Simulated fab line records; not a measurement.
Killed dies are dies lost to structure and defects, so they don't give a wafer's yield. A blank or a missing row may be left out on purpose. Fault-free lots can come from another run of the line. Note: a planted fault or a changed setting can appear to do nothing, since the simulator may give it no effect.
fab line records	flow nand_harc
record lots=11	wafers=33	last_day=24
route steps=1159 shown A_CHANNEL_HOLE_D1@478 A_CHANNEL_FILL_D1@499 END@1159
lots that met no fault: taken from a fault-free run of the same line
start_h: the number of hours between the record's first day and the start of the first shown wafer of the lot	wait_h: hours since the lot's step before	" same as the row above	L1.1+2: a row that stands for several wafers	- either no value or no given start	* or withheld: withheld	< > ~ a bound
route shown NAME@n: names a module that has steps shown in the file, with the first one's number in the route	usual: mean and standard deviation over wafers with no fault	same: alike in all rows	chamber/n: place in a boat	sites: readings site by site	_std_site: their standard deviation	_edge_site: inner sites' mean taken away from outer sites' mean	radius_mm: for every site, how far away it sits from the centre of the wafer	mask NAME#n: copy n	behind: tool/chamber where the wafer was last shaped	hold: why the lot went on hold/how many hours it stayed there/how the hold came to an end	device: the transistor (n, p or np) that didn't switch	end of line: the tests these same wafers got at the end of their route	for a step that has no rows: nothing shown but its recipe	killed: dies that structure and defects cost at the first sort, which is not the same as the wafer's yield	map: per-die view of a wafer (x killed, . not killed, _ where there is no die)
set.NAME: the setting that was run; set.NAME@STEP: the one run at that earlier step	model.NAME: the simulator's own value behind a step, which no gauge read
steps of the route over a sample of lots; a table a step, a row a wafer
services: when a tool's chamber went out of use (start_h, in hours from the record's first day, below 0 if earlier), for how many hours, and the reason
## steps
# step NHARC_A_CHANNEL_HOLE_D1_ETCH_26
# recipe bias_v=300	source_w=2000	pressure_mtorr=30	time_s=224.1	ar_flow_sccm=375	c4f8_flow_sccm=11.4	o2_flow_sccm=113.6	temp_c=-20	target_depth_a=3000	chemistry=C4F8/O2/Ar
# usual drypump_motor_current_A=6.0/0.51	he_backside_leak_sccm=5.6/0.37	mfc_ar_sccm=375.0/1.1	showerhead_plenum_p_Torr=3.75/0.08	throttle_valve_pct=24.585/0.0092
# same time_s=224.1
lot.wafer	tool	chamber	start_h	wait_h	drypump_motor_current_A	he_backside_leak_sccm	mfc_ar_sccm	rf_hours_counter_h	showerhead_plenum_p_Torr	throttle_valve_pct
L180.3	har_etch-02	1	179.61	0.5	6.1	6.0	374.8	-	3.78	24.591
L180.4	"	0	"	"	6.6	4.8	376.9	-	3.66	24.593
L180.6	"	0	"	"	6.5	5.0	375.5	-	3.66	24.579
L182.2	har_etch-01	0	190.90	0.7	6.2	5.4	374.5	194	3.88	24.592
L182.3	"	1	"	"	5.1	5.5	375.9	-	3.78	24.600
L182.6	"	0	"	"	6.2	5.3	377.3	-	3.88	24.574
L186.2	har_etch-02	0	217.82	0.7	6.5	5.1	375.9	120	3.65	24.589
L186.3	"	1	"	"	6.1	5.8	377.3	-	3.77	24.577
L186.5	"	0	"	"	6.6	5.4	376.5	-	3.65	24.575
L187.1	har_etch-01	0	217.97	0.7	6.2	5.4	375.9	207	3.87	24.594
L187.2	"	1	"	"	5.1	5.2	375.1	207	3.78	24.586
L187.5	"	0	"	"	6.3	5.3	372.8	-	3.87	24.572
L190.4	har_etch-01	0	235.37	0.5	6.2	5.2	375.3	-	3.86	24.598
L190.3	"	1	"	"	5.1	5.3	375.3	-	3.77	24.569
L190.6	"	0	"	"	6.2	5.5	374.9	-	3.86	24.594
L192.1	har_etch-01	0	252.48	0.7	6.2	5.6	375.6	223	3.86	24.597
L192.2	"	1	"	"	5.1	5.8	372.9	223	3.77	24.581
L192.4	"	1	"	"	5.1	5.8	372.7	-	3.77	24.574
L191.1	har_etch-02	0	276.78	0.7	6.5	5.5	374.7	143	3.63	24.591
L191.2	"	1	"	"	6.1	6.1	374.1	143	3.75	24.588
L191.5	"	0	"	"	6.5	5.4	375.6	-	3.63	24.591
L197.2	har_etch-02	1	283.31	0.7	6.1	5.9	373.6	147	3.75	24.584
L197.3	"	1	"	"	6.1	6.1	374.6	-	3.75	24.579
L197.6	"	1	"	"	6.1	6.3	374.6	-	3.75	24.592
L196.2	har_etch-01	1	283.67	0.7	5.2	5.7	374.3	234	3.76	24.588
L196.1	"	0	"	"	6.2	5.3	374.8	234	3.85	24.567
L196.6	"	0	"	"	6.2	5.3	374.6	-	3.85	24.589
L198.2	har_etch-01	0	291.46	0.6	6.2	5.5	374.5	239	3.85	24.582
L198.3	"	0	"	"	6.2	5.6	375.3	-	3.85	24.584
L198.6	"	1	"	"	5.2	6.0	376.1	-	3.76	24.590
L199.2	har_etch-02	1	293.29	0.6	6.1	6.5	376.6	155	3.75	24.590
L199.6	"	0	"	"	6.5	5.4	375.2	-	3.63	24.600
L199.5	"	1	"	"	6.1	6.5	375.2	-	3.75	24.586
# step NHARC_A_CHANNEL_HOLE_D1_ETCH_33
# recipe bias_v=400	source_w=2000	pressure_mtorr=25	time_s=90	ar_flow_sccm=375	c4f8_flow_sccm=41.7	o2_flow_sccm=83.3	temp_c=-20	target_depth_a=4000	chemistry=C4F8/O2/Ar
# usual drypump_motor_current_A=6.0/0.51	he_backside_leak_sccm=5.6/0.47	mfc_ar_sccm=374.8/1	showerhead_plenum_p_Torr=3.74/0.079	throttle_valve_pct=27.619/0.0088
# same time_s=90
lot.wafer	tool	chamber	start_h	wait_h	drypump_motor_current_A	he_backside_leak_sccm	mfc_ar_sccm	rf_hours_counter_h	showerhead_plenum_p_Torr	throttle_valve_pct
L180.3	har_etch-02	1	179.81	0.2	6.1	6.1	374.0	-	3.77	27.609
L180.4	"	0	"	"	6.6	5.1	375.7	-	3.65	27.611
L180.6	"	0	"	"	6.5	4.9	376.0	-	3.65	27.623
L182.2	har_etch-01	0	191.10	0.2	6.2	5.3	375.4	194	3.87	27.630
L182.3	"	1	"	"	5.2	5.4	374.5	-	3.78	27.619
L182.6	"	0	"	"	6.2	5.5	375.3	-	3.87	27.619
L186.2	har_etch-02	0	218.02	0.2	6.5	5.2	374.5	120	3.64	27.626
L186.3	"	1	"	"	6.1	5.6	377.0	-	3.76	27.618
L186.5	"	0	"	"	6.5	5.3	375.4	-	3.64	27.623
L187.1	har_etch-01	0	218.17	0.2	6.2	5.4	374.4	207	3.86	27.612
L187.2	"	1	"	"	5.1	5.1	373.6	207	3.77	27.617
L187.5	"	0	"	"	6.2	5.3	373.7	-	3.86	27.615
L190.4	har_etch-01	0	235.56	0.2	6.2	5.3	374.3	-	3.85	27.620
L190.3	"	1	"	"	5.1	5.5	376.9	-	3.76	27.622
L190.6	"	0	"	"	6.2	5.5	375.7	-	3.85	27.622
L192.1	har_etch-01	0	252.68	0.2	6.2	5.5	375.1	223	3.85	27.607
L192.2	"	1	"	"	5.1	5.6	375.5	223	3.76	27.618
L192.4	"	1	"	"	5.2	5.9	375.3	-	3.76	27.627
L191.1	har_etch-02	0	276.98	0.2	6.5	5.3	376.1	143	3.63	27.616
L191.2	"	1	"	"	6.1	6.2	373.8	143	3.75	27.603
L191.5	"	0	"	"	6.5	5.0	375.2	-	3.63	27.617
L197.2	har_etch-02	1	283.51	0.2	6.1	6.1	375.2	147	3.75	27.616
L197.3	"	1	"	"	6.1	5.8	375.2	-	3.75	27.632
L197.6	"	1	"	"	6.1	5.7	376.1	-	3.75	27.620
L196.2	har_etch-01	1	283.87	0.2	5.1	5.7	375.4	234	3.75	27.623
L196.1	"	0	"	"	6.2	5.5	374.2	234	3.84	27.621
L196.6	"	0	"	"	6.2	5.5	373.4	-	3.84	27.619
L198.2	har_etch-01	0	291.66	0.2	6.2	5.7	374.8	239	3.84	27.616
L198.3	"	0	"	"	6.2	5.3	374.0	-	3.84	27.610
L198.6	"	1	"	"	5.1	5.7	374.4	-	3.75	27.612
L199.2	har_etch-02	1	293.49	0.2	6.1	6.1	375.1	155	3.74	27.625
L199.6	"	0	"	"	6.6	5.3	374.4	-	3.62	27.623
L199.5	"	1	"	"	6.1	5.9	375.9	-	3.74	27.617
# step NHARC_A_CHANNEL_FILL_D1_ETCHBACK_19
# recipe target_depth_a=50	time_s=1.7	hbr_flow_sccm=150	cl2_flow_sccm=50	rf_w=400	icp_w=400	bias_w=100	chemistry=HBr/Cl2
# usual drypump_motor_current_A=5.6/0.41	he_backside_leak_sccm=2.6/0.35	oes_product_au=1.000/0.0084	throttle_valve_pct=26.406/0.0094
# same time_s=1.7
lot.wafer	tool	chamber	start_h	wait_h	drypump_motor_current_A	he_backside_leak_sccm	oes_product_au	rf_hours_counter_h	throttle_valve_pct
L180.4	rie_si-06	2	205.75	0.4	5.5	2.5	1.009	0.1	26.392
L180.3	"	0	"	"	5.4	2.3	0.998	0.1	26.417
L180.6	"	1	"	"	5.7	2.5	1.007	-	26.397
L182.2	rie_si-06	1	219.25	0.4	5.7	2.3	0.999	0.2	26.423
L182.3	"	0	"	"	5.5	2.4	0.992	0.3	26.418
L182.6	"	2	"	"	5.5	2.6	1.003	-	26.411
L187.1	rie_si-06	1	246.79	0.4	5.7	2.5	1.010	0.3	26.404
L187.2	"	2	"	"	5.5	2.5	1.004	0.3	26.408
L187.5	"	3	"	"	5.8	2.6	1.005	-	26.400
L186.3	rie_si-03	3	246.79	0.4	5.3	2.8	1.023	0.8	26.398
L186.2	"	0	"	"	4.9	2.7	0.989	0.8	26.402
L186.5	"	2	"	"	5.5	2.9	1.004	-	26.410
L190.4	rie_si-01	0	261.33	0.4	4.9	2.9	1.015	1.4	26.416
L190.3	"	1	"	"	6.6	2.8	1.000	1.2	26.393
L190.6	"	3	"	"	6.2	2.8	1.006	-	26.405
L192.2	rie_si-03	3	279.41	0.4	5.3	2.6	1.008	1.2	26.419
L192.1	"	0	"	"	4.9	2.7	0.998	1.2	26.408
L192.4	"	1	"	"	5.7	2.1	0.991	1.2	26.415
L191.1	rie_si-03	0	303.11	0.4	4.9	2.8	0.982	1.4	26.420
L191.2	"	3	"	"	5.3	2.7	1.004	1.3	26.416
L191.5	"	0	"	"	4.9	2.8	0.999	-	26.405
L197.2	rie_si-03	1	311.17	0.4	5.7	2.5	0.991	1.5	26.421
L197.3	"	2	"	"	5.5	5.4	1.005	1.4	26.396
L197.6	"	0	"	"	4.9	2.8	1.001	-	26.405
L196.1	rie_si-06	1	311.18	0.4	5.7	2.2	1.003	1.0	26.409
L196.2	"	2	"	"	5.5	2.5	1.006	1.0	26.409
L196.6	"	0	"	"	5.5	2.4	0.993	-	26.400
L198.2	rie_si-06	1	318.59	0.4	5.7	2.3	1.004	1.1	26.403
L198.3	"	0	"	"	5.5	2.4	0.997	1.1	26.401
L198.6	"	2	"	"	5.5	2.4	1.006	-	26.394
L199.2	rie_si-01	2	318.62	0.4	5.7	2.6	0.999	0.1	26.406
L199.5	"	0	"	"	4.9	2.9	1.000	-	26.412
L199.6	"	1	"	"	6.7	3.0	0.990	-	26.389
# step NHARC_A_CHANNEL_FILL_D1_CVD_09
# recipe target_thk_a=1500	temp_c=620	pressure_mtorr=200	time_s=3000	material=poly-Si
# usual pressure_mtorr=200.0/0.35	run_length_s=3002.6/0.51	time_s=3000/0
lot.wafer	tool	chamber	start_h	wait_h	pressure_mtorr	run_length_s	time_s
L180.3	lpcvd_poly-04	0	225.94	2.4	200.2	3001.5	3000
L180.4	"	0	"	"	200.2	3001.5	3000
L180.6	"	0	"	"	200.3	3001.5	3000
L182.2	lpcvd_poly-01	0	239.55	1.3	200.5	3002.3	3000
L182.3	"	0	"	"	200.0	3002.3	3000
L182.6	"	0	"	"	200.0	3002.3	3000
L186.2	lpcvd_poly-03	0	266.56	2.2	199.9	3002.8	3000
L186.3	"	0	"	"	199.7	3002.8	3000
L186.5	"	0	"	"	200.5	3002.8	3000
L187.1	lpcvd_poly-03	0	266.56	1.1	199.9	3003.4	3000
L187.2	"	0	"	"	199.7	3003.4	3000
L187.5	"	0	"	"	200.0	3003.4	3000
L190.3	lpcvd_poly-03	0	281.30	2.3	200.6	3003.0	3000
L190.4	"	0	"	"	199.8	3003.0	3000
L190.6	"	0	"	"	200.2	3003.0	3000
L192.1	lpcvd_poly-04	-	301.95	2.4	-	-	-
L192.2	"	-	"	"	-	-	-
L192.4	"	-	"	"	-	-	-
L191.1	lpcvd_poly-03	-	326.86	-	-	-	-
L191.2	"	-	"	"	-	-	-
L191.5	"	-	"	"	-	-	-
L196.1	lpcvd_poly-03	0	331.49	2.2	199.9	3003.1	3000
L196.2	"	0	"	"	200.1	3003.1	3000
L196.6	"	0	"	"	200.5	3003.1	3000
L197.2	lpcvd_poly-03	0	331.49	2.2	200.2	3002.8	3000
L197.3	"	0	"	"	199.6	3002.8	3000
L197.6	"	0	"	"	200.4	3002.8	3000
L198.2	lpcvd_poly-03	0	339.40	2.3	200.0	3003.2	3000
L198.3	"	0	"	"	200.4	3003.2	3000
L198.6	"	0	"	"	200.3	3003.2	3000
L199.2	lpcvd_poly-03	0	339.40	1.9	200.0	3003.4	3000
L199.5	"	0	"	"	199.6	3003.4	3000
L199.6	"	0	"	"	199.5	3003.4	3000
# step NHARC_A_CHANNEL_FILL_D1_CMP_10
# recipe target_thk_nm=150
# usual motor_current_A=12.4/1.1	time_to_endpoint_s=15.0/2.3
lot.wafer	tool	chamber	start_h	wait_h	motor_current_A	time_to_endpoint_s
L180.4	cmp-03	3	229.18	0.4	12.3	12.3
L180.3	"	0	"	"	12.0	17.7
L180.6	"	3	"	"	11.4	13.8
L182.2	cmp-02	0	242.77	0.4	12.4	19.4
L182.3	"	2	"	"	13.0	15.9
L182.6	"	3	"	"	11.7	17.4
L186.3	cmp-03	2	269.80	0.4	12.9	18.1
L186.2	"	0	"	"	12.3	15.2
L186.5	"	2	"	"	13.1	15.3
L187.1	cmp-03	3	269.95	0.5	11.9	15.5
L187.2	"	1	"	"	11.7	15.8
L187.5	"	3	"	"	11.1	14.4
L190.3	cmp-02	2	284.61	0.5	13.1	16.3
L190.4	"	0	"	"	12.3	16.0
L190.6	"	1	"	"	12.2	15.2
L192.4	cmp-01	1	305.12	0.4	15.6	3.3
L192.2	"	3	"	"	14.8	4.7
L192.1	"	0	"	"	11.5	6.3
L191.2	cmp-03	3	330.09	0.4	12.6	3.9
L191.1	"	0	"	"	12.5	6.1
L191.5	"	1	"	"	11.6	3.0
L197.2	cmp-02	1	334.69	0.4	12.4	21.4
L197.3	"	2	"	"	13.1	17.0
L197.6	"	2	"	"	12.9	17.4
L196.1	cmp-01	1	334.69	0.4	14.4	9.8
L196.2	"	2	"	"	10.9	12.7
L196.6	"	2	"	"	10.3	14.2
L199.2	cmp-01	0	342.59	0.4	11.4	15.0
L199.6	"	0	"	"	11.7	17.0
L199.5	"	1	"	"	14.7	13.2
L198.2	cmp-02	0	342.59	0.4	13.2	15.2
L198.3	"	1	"	"	12.2	16.6
L198.6	"	0	"	"	12.2	17.6
# step NHARC_END_SORT_01
# recipe temp_c=25
# usual killed_at_array=25/9.5	killed_at_other=0.8/1.2	killed_at_periphery=3.4/2.2	killed_dies=29/10	killed_open=3.3/1.8	killed_short=2.1/1.4
# same gross_dies=677
lot.wafer	tool	chamber	start_h	wait_h	killed_at_array	killed_at_other	killed_at_periphery	killed_dies	killed_open	killed_short
L192.1	prober-01	0	510.82	2.5	675	0	2	677	0	4
L192.2	prober-01	0	511.62	2.8	672	0	5	677	1	5
L192.4	prober-01	0	513.22	3.4	671	0	6	677	6	0
L191.1	prober-02	0	535.34	2.5	669	2	6	677	7	3
L191.2	prober-02	0	536.14	2.8	670	5	2	677	1	3
L191.5	prober-02	0	538.57	3.7	664	1	12	677	2	2
# killed by level:class
L192.1 A_CHANNEL_FILL_D1:area_cvd=655 A_CHANNEL_HOLE_D1:chamber_film_flake=14 A_WL_FILL:chamber_film_flake=2 A_ONON_D1:geometric_particle:short=1 A_SGD_CUT:geometric_particle:short=1 A_BLC:geometric_particle:short=1 A_M1:geometric_particle:short=1 P_STI:chamber_film_flake=1
L192.2 A_CHANNEL_FILL_D1:area_cvd=643 A_CHANNEL_HOLE_D1:chamber_film_flake=18 A_STAIRCASE:chamber_film_flake=5 P_GATE:chamber_film_flake=2 A_WL_FILL:chamber_film_flake=2 P_STI:geometric_particle:short=1 P_GATE:geometric_particle:short=1 P_M2:geometric_particle:short=1
L192.4 A_CHANNEL_FILL_D1:area_cvd=640 A_CHANNEL_HOLE_D1:chamber_film_flake=20 A_STAIRCASE:chamber_film_flake=5 A_BLC:geometric_particle:open=2 A_M0:geometric_particle:open=2 P_GATE:chamber_film_flake=2 A_CONTACT:chamber_film_flake=2 P_CONTACT:geometric_particle:open=1
L191.1 A_CHANNEL_FILL_D1:area_cvd=650 A_SLIT:chamber_film_flake=5 A_CHANNEL_HOLE_D1:chamber_film_flake=3 P_CONTACT:geometric_particle:open=2 A_CONTACT:geometric_particle:open=2 A_STAIRCASE:chamber_film_flake=2 THIN_TSV:chamber_film_flake=2 P_M0:geometric_particle:open=1
L191.2 A_CHANNEL_FILL_D1:area_cvd=647 A_SLIT:chamber_film_flake=13 A_CHANNEL_HOLE_D1:chamber_film_flake=4 THIN_TSV:chamber_film_flake=3 A_WL_FILL:geometric_particle:short=1 A_WL_FILL:geometric_particle:open=1 A_M0:geometric_particle:short=1 STARTING-WAFER:geometric_particle:short=1
L191.5 A_CHANNEL_FILL_D1:area_cvd=645 A_SLIT:chamber_film_flake=9 P_M1:chamber_film_flake=4 P_GATE:chamber_film_flake=3 A_CHANNEL_HOLE_D1:chamber_film_flake=3 A_STAIRCASE:chamber_film_flake=3 P_GATE:geometric_particle:short=2 P_M2:chamber_film_flake=2
## services
tool	chamber	start_h	hours	kind
cmp-03	-	156.09	4.0	pm
cmp-02	-	165.03	5.0	repair
rie_si-06	0	169.93	1.8	repair
cmp-03	-	179.68	2.0	repair
cmp-01	-	182.75	4.0	pm
rie_si-06	-	183.00	9.0	pm
rie_si-01	1	183.67	1.2	repair
rie_si-06	1	210.76	1.2	repair
rie_si-06	3	217.20	17.0	repair
cmp-02	-	226.50	4.0	pm
rie_si-03	1	233.70	8.4	repair
cmp-03	-	254.09	4.0	pm
cmp-02	-	257.49	0.6	repair
cmp-02	-	269.65	1.5	repair
rie_si-06	-	271.71	4.3	repair
cmp-03	-	278.98	1.1	repair
cmp-02	-	279.02	1.8	repair
cmp-01	-	280.75	4.0	pm
cmp-02	-	293.16	1.2	repair
har_etch-01	-	305.00	17.0	pm
cmp-03	-	318.77	1.3	repair
cmp-02	-	324.50	4.0	pm
rie_si-03	-	332.00	9.0	pm
rie_si-06	1	335.76	17.5	repair
## key
first_sign step=NHARC_A_CHANNEL_FILL_D1_CVD_09	reading=tool_record	direction=missing
effect step=NHARC_A_CHANNEL_FILL_D1_CMP_10	reading=time_to_endpoint_s	direction=down	sigmas=4.6	usual=*	struck=*
effect step=NHARC_END_SORT_01	reading=killed_at_array	direction=up	sigmas=68	usual=25	struck=670
more_kills_born_at NHARC_A_CHANNEL_FILL_D1_CVD_09@lpcvd_poly-03=1942	NHARC_A_CHANNEL_FILL_D1_CVD_09@lpcvd_poly-04=1938
met_at NHARC_A_CHANNEL_FILL_D1_CVD_09
struck_lots L191,L192
later_rows_left_out L191.1,L191.2,L191.5,L192.1,L192.2,L192.4
tester_left_out L191,L192
not_acting_at NHARC_A_CHANNEL_HOLE_D1_ETCH_26,NHARC_A_CHANNEL_HOLE_D1_ETCH_33,NHARC_A_CHANNEL_FILL_D1_ETCHBACK_19
onset_between 281.30 301.95
fault kind=skipped_step_whole	tool=lpcvd_poly-03,lpcvd_poly-04	chamber=-	onset_h=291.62	steps=NHARC_A_CHANNEL_FILL_D1_CVD_09	scope=struck_lots_only
# tester_left_out: of these lots the tester's yield and bins aren't shown, on N5 and GAA mostly nor the transistor test; their killed dies are dies lost to structure and defects alone, not to doping, threshold or leakage, so they don't give the yield
# later_rows_left_out: the simulator's readings of these wafers behind a module that went badly wrong aren't trusted and aren't shown, but for the sort
